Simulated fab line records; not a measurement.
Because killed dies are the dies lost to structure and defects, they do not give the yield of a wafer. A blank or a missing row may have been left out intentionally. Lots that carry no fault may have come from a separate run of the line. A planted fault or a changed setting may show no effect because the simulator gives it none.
fab line records	flow n5Finfet
[record] lots = 6	wafers = 18	lastDay = 18
route steps=1938 shown MOL_CONTACT_COAG@574 BEOL_M4@1111 PASSIVATION@1936
lots that met no fault: taken from a fault-free run of the same line
startH: start of the lot's first displayed wafer, in hours after the record's first day	waitH: how many hours have passed since the lot's step before this one	" repeats the value in the row above	L1.1+2: a single row standing in for several wafers	- either no value or no given start	* or withheld: withheld	< > ~ a bound
route shown NAME@n: names a module that has steps shown in the file, with the first one's number in the route	usual: mean and standard deviation over wafers with no fault	same: alike in all rows	chamber/n: place in a boat	sites: the reading at each site	_std_site: standard deviation across them	_edge_site: inner sites' mean taken away from outer sites' mean	radiusMm: for every site, how far away it sits from the centre of the wafer	mask NAME#n: copy n	behind: tool/chamber where the wafer was last shaped	hold: why the lot went on hold/how many hours it stayed there/how the hold came to an end	device: names the non-switching transistor (n, p or np)	end of line: tests of these same wafers at the route's end	a step given without rows: its recipe and nothing more	killed: dies that structure and defects cost at the first sort, which is not the same as the wafer's yield	map: the dies of a wafer, with x for killed, . for not killed, _ for no die there
set.NAME: setting as actually run; set.NAME@STEP: the setting as run at that earlier step	model.NAME: the simulator's own value behind a step, which no gauge read
lots at selected steps of the route; one table per step, one row per wafer
services: from which hour (startH, from the record's first day; less than 0 if before it) a tool's chamber was out of use, for how many hours, and why
[[steps]]
[step N5_MOL_CONTACT_COAG_OVL_MEAS_85]
[recipe] pointsPerWafer = 522
[usual] VG_OVL = 0.1/0.73
lot.wafer	tool	chamber	startH	waitH	VG_OVL[nm]
L415.2	overlay-01	0	104.06	0.0	-0.3
L415.3	"	0	"	"	0.9
L415.4	"	0	"	"	0.0
L416.1	overlay-02	0	106.94	0.0	0.6
L416.3	"	0	"	"	-0.2
L416.4	"	0	"	"	-0.6
L423.1	overlay-02	0	145.44	0.0	1.8
L423.4	"	0	"	"	1.4
L423.5	"	0	"	"	1.6
L424.1	overlay-02	0	153.32	0.0	0.8
L424.2	"	0	"	"	0.4
L424.6	"	0	"	"	0.4
L433.1	overlay-01	0	208.30	0.0	-0.2
L433.3	"	0	"	"	-0.6
L433.5	"	0	"	"	0.6
L437.2	overlay-02	0	229.66	0.0	0.4
L437.4	"	0	"	"	-0.5
L437.6	"	0	"	"	-0.3
[step N5_MOL_CONTACT_COAG_INSPECT_57]
[recipe] mode = adi	inspectInstrument = brightfield
[usual] rawDefectCount = 205/48
lot.wafer	tool	chamber	startH	waitH	rawDefectCount
L415.2	defectInspect-02	-	104.11	0.0	159
L415.3	"	-	"	"	239
L415.4	"	-	"	"	179
L416.1	defectInspect-01	-	107.00	0.1	187
L416.3	"	-	"	"	172
L416.4	"	-	"	"	205
L423.1	defectInspect-01	-	145.51	0.1	199
L423.4	"	-	"	"	281
L423.5	"	-	"	"	196
L424.1	defectInspect-01	-	153.38	0.1	274
L424.2	"	-	"	"	242
L424.6	"	-	"	"	224
L433.1	defectInspect-01	-	208.36	0.1	293
L433.3	"	-	"	"	169
L433.5	"	-	"	"	234
L437.2	defectInspect-02	-	229.71	0.0	156
L437.4	"	-	"	"	165
L437.6	"	-	"	"	204
[step N5_MOL_CONTACT_COAG_DESCUM_88]
[recipe] chemistry = O2	timeS = 7	sourcePowerW = 50	biasPowerW = 20	pressureMtorr = 20	rfFrequencyHz = 2.712e+07	tempC = 40	resist = CAR-EUV	o2FlowSccm = 225
[usual] drypumpMotorCurrentA = 5.6/0.55	oesProductAu = 0.78/0.087	rfVppV = 243.4/1.2	showerheadPlenumPTorr = 2.12/0.058	throttleValvePct = 20.4/0.35
lot.wafer	tool	chamber	startH	waitH	drypumpMotorCurrentA	oesProductAu	rfHoursCounterH	rfVppV	showerheadPlenumPTorr	throttleValvePct
L415.2	rieDiel-05	3	104.14	0.0	5.6	0.71	211	244.7	2.17	20.6
L415.3	"	2	"	"	5.9	0.89	31	243.4	2.05	20.2
L415.4	"	0	"	"	6.3	0.82	93	241.8	1.99	20.0
L416.1	rieDiel-02	0	107.68	0.7	6.2	0.72	192	243.1	2.19	20.9
L416.3	"	1	"	"	5.7	0.79	109	243.4	2.13	20.8
L416.4	"	2	"	"	5.1	0.72	169	243.1	2.18	20.6
L423.1	rieDiel-06	0	145.77	0.3	5.3	0.76	165	246.0	2.14	20.4
L423.4	"	0	"	"	5.3	0.76	-	244.3	2.14	20.4
L423.5	"	3	"	"	4.8	0.92	-	241.3	2.06	19.9
L424.1	rieDiel-06	3	153.41	0.0	4.8	0.92	24	241.8	2.05	19.9
L424.2	"	0	"	"	5.3	0.75	169	244.4	2.14	20.4
L424.6	"	1	"	"	6.4	0.84	-	242.9	2.12	20.0
L433.1	rieDiel-05	1	208.39	0.0	4.9	0.71	196	244.1	2.08	20.2
L433.3	"	3	"	"	5.6	0.68	245	243.4	2.16	20.6
L433.5	"	3	"	"	5.6	0.68	-	245.1	2.16	20.6
L437.2	rieDiel-06	1	229.89	0.2	6.4	0.83	92	243.4	2.12	20.0
L437.4	"	2	"	"	5.4	0.94	18	244.7	2.15	20.5
L437.6	"	2	"	"	5.4	0.95	-	241.7	2.15	20.5
[step N5_MOL_CONTACT_COAG_ETCH_89]
[recipe] chemistry = N2/H2	target = underlayer	targetDepthA = 130	maskMaterial = CAR-EUV	timeS = 10.4	ionEnergyEv = 200	pressureMtorr = 30	sourceW = 840	biasW = 150	n2FlowSccm = 200	h2FlowSccm = 200	ends = cleared
[usual] biasW = 150.1/0.43	drypumpMotorCurrentA = 5.6/0.55	etchRfOnTimeS = 10.6/0.34	oesProductAu = 0.66/0.068	rfVppV = 524.5/2	showerheadPlenumPTorr = 2.57/0.068	throttleValvePct = 17.8/0.33
lot.wafer	tool	chamber	startH	waitH	biasW	drypumpMotorCurrentA	etchRfOnTimeS	oesProductAu	rfHoursCounterH	rfVppV	showerheadPlenumPTorr	throttleValvePct
L415.2	rieDiel-05	3	104.18	0.0	150.6	5.6	10.4	0.61	211	527.1	2.61	17.8
L415.3	"	2	"	"	149.9	5.9	10.9	0.74	31	521.1	2.48	17.4
L415.4	"	0	"	"	150.2	6.3	10.5	0.69	93	521.7	2.43	17.5
L416.1	rieDiel-02	0	107.71	0.0	150.1	6.1	10.6	0.61	192	527.2	2.63	18.2
L416.3	"	1	"	"	149.8	5.8	10.5	0.68	109	524.1	2.57	18.2
L416.4	"	2	"	"	149.6	5.1	10.1	0.64	169	527.1	2.67	18.3
L423.1	rieDiel-06	0	145.81	0.0	150.3	5.3	10.9	0.64	165	527.0	2.63	18.0
L423.4	"	0	"	"	150.3	5.3	10.8	0.63	-	527.1	2.63	18.0
L423.5	"	3	"	"	150.3	4.8	10.8	0.77	-	523.2	2.49	17.4
L424.1	rieDiel-06	3	153.45	0.0	149.4	4.8	10.7	0.76	24	521.8	2.49	17.4
L424.2	"	0	"	"	150.0	5.3	10.7	0.64	169	526.0	2.63	18.0
L424.6	"	1	"	"	149.7	6.5	10.3	0.72	-	524.4	2.60	17.6
L433.1	rieDiel-05	1	208.43	0.0	150.3	4.9	11.3	0.58	196	521.2	2.53	17.7
L433.3	"	3	"	"	149.4	5.6	10.3	0.60	245	525.5	2.60	17.8
L433.5	"	3	"	"	149.9	5.6	10.3	0.60	-	527.8	2.60	17.8
L437.2	rieDiel-06	1	229.92	0.0	150.7	6.5	10.3	0.68	92	523.4	2.59	17.6
L437.4	"	2	"	"	150.7	5.4	10.1	0.79	18	524.1	2.59	17.6
L437.6	"	2	"	"	149.8	5.4	10.0	0.80	-	524.4	2.59	17.6
[step N5_MOL_CONTACT_COAG_ETCH_90]
[recipe] chemistry = CF4	target = SiARC	targetDepthA = 130	maskMaterial = CAR-EUV	timeS = 21.7	ionEnergyEv = 80	pressureMtorr = 40	sourceW = 545	biasW = 36	Ar_flow_sccm = 100	cf4FlowSccm = 100	ends = cleared
[step N5_MOL_CONTACT_COAG_ALD_131]
[recipe] material = SiO2	targetThkA = 50	tempC = 100	aldPrecursorFamily = BDEAS	aldCoReactant = O2-plasma	pulseTimeS = 1	coReactantPulseTimeS = 1	purgeTimeS = 2	coReactantPurgeTimeS = 2	aldCycles = 35	pressureTorr = 2
[usual] heaterPowerW = 78/7.8	precursorPulseHeightRel = 1.004/0.019
lot.wafer	tool	chamber	startH	waitH	heaterPowerW	precursorPulseHeightRel
L415.2	aldSin-02	0	104.37	0.1	73	0.980
L415.3	"	3	"	"	88	1.012
L415.4	"	1	"	"	77	1.007
L416.1	aldSin-01	3	107.81	0.1	77	1.031
L416.3	"	2	"	"	83	1.018
L416.4	"	1	"	"	76	0.990
L423.1	aldSin-03	2	145.91	0.1	87	1.000
L423.4	"	0	"	"	91	1.020
L423.5	"	1	"	"	70	1.014
L424.1	aldSin-01	2	153.55	0.1	85	0.992
L424.2	"	3	"	"	74	0.985
L424.6	"	0	"	"	74	1.008
L433.1	aldSin-02	2	208.54	0.1	78	1.007
L433.3	"	1	"	"	78	1.043
L433.5	"	1	"	"	77	0.995
L437.2	aldSin-02	3	230.13	0.2	87	1.016
L437.4	"	1	"	"	78	0.981
L437.6	"	3	"	"	87	1.029
[step N5_MOL_CONTACT_COAG_ETCHBACK_132]
[recipe] chemistry = CHF3	target = SiO2	targetDepthA = 100	timeS = 6.7	ionEnergyEv = 200	pressureMtorr = 30	sourceW = 610	biasW = 170	Ar_flow_sccm = 200	CHF3_flow_sccm = 50
[usual] drypumpMotorCurrentA = 5.6/0.53	oesProductAu = 0.78/0.083	rfVppV = 518/13	showerheadPlenumPTorr = 2.40/0.053	throttleValvePct = 18.69/0.29
lot.wafer	tool	chamber	startH	waitH	drypumpMotorCurrentA	oesProductAu	rfHoursCounterH	rfVppV	showerheadPlenumPTorr	throttleValvePct
L415.2	rieDiel-06	1	104.55	0.1	6.5	0.88	51	525	2.42	18.18
L415.3	"	3	"	"	4.8	0.96	6	534	2.34	18.17
L415.4	"	0	"	"	5.3	0.75	151	504	2.48	18.92
L416.1	rieDiel-05	2	108.06	0.2	5.9	0.89	32	498	2.34	18.51
L416.3	"	1	"	"	4.9	0.70	161	514	2.41	18.64
L416.4	"	3	"	"	5.6	0.71	212	528	2.44	18.70
L423.1	rieDiel-06	0	146.21	0.2	5.3	0.75	166	505	2.48	18.95
L423.4	"	1	"	"	6.5	0.85	-	524	2.41	18.22
L423.5	"	0	"	"	5.3	0.75	-	504	2.48	18.96
L424.1	rieDiel-06	1	153.73	0.1	6.4	0.85	67	525	2.41	18.25
L424.2	"	3	"	"	4.8	0.90	24	534	2.33	18.18
L424.6	"	1	"	"	6.5	0.84	-	525	2.41	18.24
L433.1	rieDiel-02	3	208.72	0.1	5.3	0.96	4	499	2.43	18.78
L433.3	"	0	"	"	6.2	0.69	230	538	2.45	19.18
L433.5	"	1	"	"	5.7	0.77	-	521	2.38	18.97
L437.2	rieDiel-02	2	230.31	0.1	5.1	0.69	212	518	2.45	18.90
L437.4	"	0	"	"	6.2	0.68	237	537	2.44	19.19
L437.6	"	2	"	"	5.1	0.70	-	516	2.45	18.91
[step N5_MOL_CONTACT_COAG_ETCH_91]
[recipe] chemistry = N2/H2	target = SOC	targetDepthA = 600	overetchA = 210	maskMaterial = SiARC	tempC = 40	timeS = 101.2	ionEnergyEv = 200	pressureMtorr = 30	sourceW = 840	biasW = 150	n2FlowSccm = 200	h2FlowSccm = 200
[step N5_MOL_CONTACT_COAG_STRIP_92]
[recipe] chemistry = N2/H2	tempC = 40	n2FlowSccm = 200	h2FlowSccm = 200	rfFrequencyHz = 6e+07
[step N5_MOL_CONTACT_COAG_STRIP_93]
[recipe] chemistry = N2/H2	tempC = 40	n2FlowSccm = 200	h2FlowSccm = 200	rfFrequencyHz = 6e+07
[step N5_MOL_CONTACT_COAG_ETCHBACK_135]
[recipe] chemistry = CHF3	target = SiO2	targetDepthA = 250	timeS = 16.7	ionEnergyEv = 200	pressureMtorr = 30	sourceW = 610	biasW = 170	Ar_flow_sccm = 200	CHF3_flow_sccm = 50
[usual] drypumpMotorCurrentA = 5.6/0.53	oesProductAu = 0.78/0.084	rfVppV = 518/13	showerheadPlenumPTorr = 2.40/0.053	throttleValvePct = 18.70/0.29
lot.wafer	tool	chamber	startH	waitH	drypumpMotorCurrentA	oesProductAu	rfHoursCounterH	rfVppV	showerheadPlenumPTorr	throttleValvePct
L415.2	rieDiel-06	1	104.68	0.0	6.5	0.87	51	524	2.42	18.20
L415.3	"	3	"	"	4.8	0.97	6	533	2.34	18.16
L415.4	"	0	"	"	5.3	0.76	152	507	2.48	18.93
L416.1	rieDiel-05	2	108.18	0.0	5.9	0.88	32	497	2.34	18.52
L416.3	"	1	"	"	4.9	0.70	161	515	2.41	18.65
L416.4	"	3	"	"	5.6	0.71	212	530	2.44	18.68
L423.1	rieDiel-06	0	146.34	0.0	5.3	0.74	166	505	2.48	18.94
L423.4	"	1	"	"	6.4	0.85	-	524	2.41	18.23
L423.5	"	0	"	"	5.3	0.75	-	506	2.48	18.96
L424.1	rieDiel-06	1	153.85	0.0	6.5	0.85	67	523	2.41	18.24
L424.2	"	3	"	"	4.8	0.91	24	533	2.33	18.19
L424.6	"	1	"	"	6.4	0.84	-	522	2.41	18.22
L433.1	rieDiel-02	3	208.84	0.0	5.3	0.95	4	498	2.43	18.78
L433.3	"	0	"	"	6.1	0.69	230	536	2.45	19.17
L433.5	"	1	"	"	5.7	0.75	-	522	2.38	18.95
L437.2	rieDiel-02	2	230.44	0.0	5.1	0.70	212	517	2.46	18.91
L437.4	"	0	"	"	6.2	0.68	237	537	2.44	19.17
L437.6	"	2	"	"	5.1	0.71	-	516	2.45	18.91
[step N5_MOL_CONTACT_COAG_STRIP_118]
[recipe] chemistry = CHF3	resist = SiARC	rfFrequencyHz = 6e+07
[step N5_MOL_CONTACT_COAG_VIA_ETCH_46]
[recipe] chemistry = C4F6/O2	targetDepthA = 460	overetchA = 92	maskMaterial = SOC	target = SiO2	biasW = 455	pressureMtorr = 10	timeS = 40	sourceW = 325	Ar_flow_sccm = 300	C4F6_flow_sccm = 10	O2_flow_sccm = 10	ionEnergyEv = 575.3	ends = endPoint
[usual] O2_flow_sccm = 10.00/0.03	biasW = 454.9/1.5	drypumpMotorCurrentA = 5.6/0.53	oesProductAu = 0.70/0.071	rfVppV = 1570/37	showerheadPlenumPTorr = 2.86/0.064	throttleValvePct = 40.8/0.37
lot.wafer	tool	chamber	startH	waitH	O2_flow_sccm	biasW	drypumpMotorCurrentA	oesProductAu	rfHoursCounterH	rfVppV	showerheadPlenumPTorr	throttleValvePct
L415.2	rieDiel-06	1	104.71	0.0	10.02	454.4	6.5	0.76	51	1588	2.88	40.7
L415.3	"	3	"	"	9.98	455.3	4.8	0.86	6	1610	2.79	40.2
L415.4	"	0	"	"	10.08	457.2	5.3	0.69	152	1538	2.96	41.1
L416.1	rieDiel-05	2	108.22	0.0	10.00	453.3	5.9	0.79	32	1508	2.79	40.8
L416.3	"	1	"	"	9.99	451.6	4.9	0.65	161	1560	2.88	40.6
L416.4	"	3	"	"	10.00	455.7	5.6	0.64	212	1599	2.91	40.7
L423.1	rieDiel-06	0	146.37	0.0	9.99	479.0	5.3	0.66	166	1592	2.96	41.1
L423.4	"	1	"	"	10.03	478.4	6.5	0.74	-	1643	2.88	40.7
L423.5	"	0	"	"	9.95	478.2	5.3	0.67	-	1592	2.96	41.1
L424.1	rieDiel-06	1	153.89	0.0	10.03	476.3	6.5	0.74	67	1644	2.88	40.7
L424.2	"	3	"	"	9.95	476.1	4.8	0.79	24	1666	2.78	40.3
L424.6	"	1	"	"	9.97	476.6	6.5	0.74	-	1643	2.88	40.7
L433.1	rieDiel-02	3	208.87	0.0	9.99	455.3	5.3	0.84	4	1516	2.89	41.6
L433.3	"	0	"	"	9.98	455.8	6.2	0.63	230	1627	2.92	41.3
L433.5	"	1	"	"	10.02	450.4	5.8	0.68	-	1583	2.85	41.2
L437.2	rieDiel-02	2	230.47	0.0	10.05	457.6	5.1	0.62	212	1567	2.93	41.3
L437.4	"	0	"	"	9.94	456.4	6.2	0.62	237	1624	2.92	41.3
L437.6	"	2	"	"	10.00	456.8	5.1	0.63	-	1566	2.93	41.3
[step N5_MOL_CONTACT_COAG_STRIP_96]
[recipe] chemistry = N2/H2	powerW = 500	tempC = 40	pressureMtorr = 50	rfFrequencyHz = 6e+07	overashFraction = 0.3	biasPowerW = 28	h2Frac = 0.5	n2FlowSccm = 300	h2FlowSccm = 300
[step N5_BEOL_M4_RC_MEAS_101]
[usual] DIBL_N = 36.5/2.2	DIBL_P = 36.9/2.9	IOFF_N = 0.17/0.044	IOFF_P = 0.22/0.052	ION_N = 671/16	ION_P = 461/10	SS_N = 71.6/0.73	SS_P = 73.5/0.79	VT_N = 250/4.1	VT_P = -250/4.1
lot.wafer	tool	chamber	startH	waitH	DIBL_N[mV/V]	DIBL_P[mV/V]	IOFF_N[nA/um]	IOFF_P[nA/um]	ION_N[uA/um]	ION_P[uA/um]	SS_N[mV/dec]	SS_P[mV/dec]	VT_N[mV]	VT_P[mV]
L415.2	prober-01	0	178.79	0.2	33.2	33.3	0.11	0.14	671	456	70.3	72.2	254	-258
L415.3	"	0	"	"	31.7	33.4	0.09	0.14	645	451	69.8	72.1	259	-257
L415.4	"	0	"	"	34.6	33.1	0.12	0.13	650	444	71.3	72.3	257	-260
L416.1	prober-02	0	196.37	0.0	34.3	33.6	0.11	0.16	662	454	71.5	72.3	253	-252
L416.3	"	0	"	"	39.4	41.3	0.24	0.30	691	467	72.9	73.6	245	-245
L416.4	"	0	"	"	34.4	34.4	0.12	0.19	660	456	70.8	73.4	253	-251
L424.1	prober-01	0	233.96	0.0	38.4	38.7	0.22	0.30	677	473	72.2	74.4	243	-245
L424.2	"	0	"	"	39.4	39.3	0.21	0.30	680	469	72.2	74.0	245	-244
L424.6	"	0	"	"	34.0	32.1	0.13	0.17	680	465	70.7	72.2	250	-254
L423.1	prober-01	0	242.65	0.0	32.0	31.8	0.10	0.14	651	451	70.6	72.5	255	-256
L423.4	"	0	"	"	35.1	36.3	0.14	0.19	669	458	71.9	73.4	251	-255
L423.5	"	0	"	"	35.2	36.5	0.14	0.21	673	462	71.9	72.9	251	-249
L433.1	prober-01	0	297.06	0.0	37.6	37.8	0.17	0.20	676	458	72.3	73.3	249	-253
L433.3	"	0	"	"	37.8	39.2	0.18	0.23	687	466	72.4	73.8	248	-250
L433.5	"	0	"	"	37.9	39.6	0.18	0.24	679	473	71.4	74.0	246	-248
L437.2	prober-01	0	317.98	0.2	39.2	40.9	0.21	0.29	694	475	72.2	74.2	245	-246
L437.4	"	0	"	"	36.9	36.9	0.14	0.21	658	456	71.6	73.0	253	-251
L437.6	"	0	"	"	37.1	37.6	0.17	0.21	679	466	72.3	73.8	248	-251
[step N5_PASSIVATION_PROBE_49]
[usual] defectLimitedYield = 91.3/1.4	killed_at_M0_to_M3 = 36/10	killed_at_M4_up = 13/5.4	killedAtContacts = 12/5.3	killedAtFrontEnd = 39/10	killedAtOther = 3.2/2.7	killedDies = 103/16	killedOpen = 68/13	killedShort = 33/6.6	sort_bin_5_function = 5.1/0.92	sort_bin_6_memory = 3.3/0.68	sort_bin_8_speed = 0.1/0.41	sortNPass = 1077/17	sortYieldPct = 91.2/1.4
[same] grossDies = 1180	killedAtBackSide = 0	sort_bin_4_leakage[%] = 0
lot.wafer	tool	chamber	startH	waitH	defectLimitedYield[%]	killed_at_M0_to_M3	killed_at_M4_up	killedAtContacts	killedAtFrontEnd	killedAtOther	killedDies	killedOpen	killedShort	sort_bin_5_function[%]	sort_bin_6_memory[%]	sort_bin_8_speed[%]	sortNPass	sortYieldPct[%]
L423.1	prober-01	-	349.49	0.8	91.5	15	14	12	58	1	100	67	32	4.9	3.4	0	1080	91.5
L423.4	prober-01	-	349.64	0.9	91.3	28	12	10	52	1	103	76	26	5.5	2.9	0.1	1077	91.3
L423.5	prober-01	-	349.69	1.0	94.5	9	10	11	33	2	65	44	20	3.2	1.9	0.1	1115	94.5
// killed by level:class
L423.1 FIN_SAQP:geometricParticle:open=18 FIN_SAQP:geometricParticle:short=11 MOL_CONTACT_COAG:geometricParticle:open=10 BEOL_M4:geometricParticle:open=7 DUMMY_GATE:geometricParticle:open=6 ILD0:geometricParticle:short=5 STI_FIN_REVEAL:geometricParticle:open=4 GATE_CUT:geometricParticle:open=4
L423.4 FIN_SAQP:geometricParticle:open=13 STI_FIN_REVEAL:geometricParticle:open=13 MOL_CONTACT_COAG:geometricParticle:open=8 BEOL_M0_SAQP:geometricParticle:short=8 ILD0:geometricParticle:open=7 BEOL_M2:geometricParticle:open=7 BEOL_M1:geometricParticle:open=6 BEOL_M5:geometricParticle:open=4
L423.5 FIN_SAQP:geometricParticle:open=10 MOL_CONTACT_COAG:geometricParticle:open=10 ILD0:geometricParticle:short=6 FIN_SAQP:geometricParticle:short=4 STI_FIN_REVEAL:geometricParticle:open=4 DUMMY_GATE:geometricParticle:open=4 BEOL_M0_SAQP:geometricParticle:short=3 BEOL_M5:geometricParticle:open=3
[[services]]
tool	chamber	startH	hours	kind
aldSin-02	-	85.49	14.0	pm
rieDiel-06	3	89.22	5.0	repair
aldSin-03	3	101.49	2.7	repair
aldSin-01	-	112.61	0.8	repair
rieDiel-05	1	121.32	1.8	repair
rieDiel-06	2	144.60	-	clean
rieDiel-06	2	144.60	-	consumableReplace:focusRing
rieDiel-06	2	144.60	14.3	scheduledDown
rieDiel-06	2	144.60	14.3	ventCycle
rieDiel-06	1	173.12	2.4	repair
rieDiel-06	0	174.16	8.3	repair
aldSin-01	-	177.04	14.0	pm
rieDiel-02	3	177.94	-	clean
rieDiel-02	3	177.94	-	consumableReplace:focusRing
rieDiel-02	3	177.94	17.6	scheduledDown
rieDiel-02	3	177.94	17.6	ventCycle
aldSin-02	-	191.13	14.6	pm
aldSin-02	0	210.93	13.8	repair
rieDiel-05	3	211.18	8.2	repair
rieDiel-05	3	228.10	-	clean
rieDiel-05	3	228.10	-	consumableReplace:esc
rieDiel-05	3	228.10	-	consumableReplace:focusRing
rieDiel-05	3	228.10	26.0	scheduledDown
rieDiel-05	3	228.10	26.0	ventCycle
[[key]]
[firstSign] step = N5_MOL_CONTACT_COAG_VIA_ETCH_46	reading = biasW	direction = up	sigmas = 15	usual = *	struck = *
[effect] step = N5_MOL_CONTACT_COAG_VIA_ETCH_46	reading = rfVppV	direction = up	sigmas = 1.6	usual = 1570	struck = 1630
metAt N5_MOL_CONTACT_COAG_VIA_ETCH_46
struckWafers L423.1,L423.4,L423.5,L424.1,L424.2,L424.6
onsetBetween 104.71 146.37
[fault] kind = processParameterDrift	tool = rieDiel-06	chamber = -	onsetH = 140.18	steps = N5_MOL_CONTACT_COAG_VIA_ETCH_46	channel = biasW	offset = *	shape = step	endH = 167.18	actsIn = *	stated = *
